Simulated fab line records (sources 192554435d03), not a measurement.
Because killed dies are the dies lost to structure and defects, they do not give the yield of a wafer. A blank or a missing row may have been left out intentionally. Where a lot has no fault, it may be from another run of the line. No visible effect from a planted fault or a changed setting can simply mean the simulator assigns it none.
Chamber matching    flow n5 finfet    4 sister chambers for N5_GATE_CUT_STRIP_42 on rie diel-03
The step strips in O2. 4 wafers are shown with their chamber, then 7 later ones without.

== WAFERS, EACH WITH ITS CHAMBER ==
wafer   chamber  drypump motor current A (A)
L086.6  1        5.2
L089.3  0        6.0
L091.1  3        6.1
L091.2  2        5.8

== WAFERS WITH NO CHAMBER GIVEN ==
wafer   drypump motor current A (A)
L091.3  5.2
L095.4  5.2
L095.5  6.0
L095.6  5.2
L096.3  6.0
L096.4  6.2
L096.6  6.0

== CHAMBER TAKEN BY EACH ==
wafer   from the rows above  in truth
L091.3  1                    1
L095.4  1                    1
L095.5  0                    0
L095.6  1                    1
L096.3  0                    0
L096.4  3                    3
L096.6  0                    0
Correctly placed: 7 of 7. Not placeable from these rows: 0. Placed wrongly: 0.
How it was worked out, from the rows above alone: a wafer's distance from a chamber is the root of the sum, over the readings, of the square of ((its reading less the chamber's mean) divided by the reading's scatter). If the next closest chamber is less than 2 further off than the closest, the wafer can't be placed; otherwise it belongs to the closest. Each chamber's mean is taken over the wafers shown for it. The scatter (one wafer shown for each chamber): square how far every hidden wafer sits from the nearest shown wafer, average those squares and take the square root.
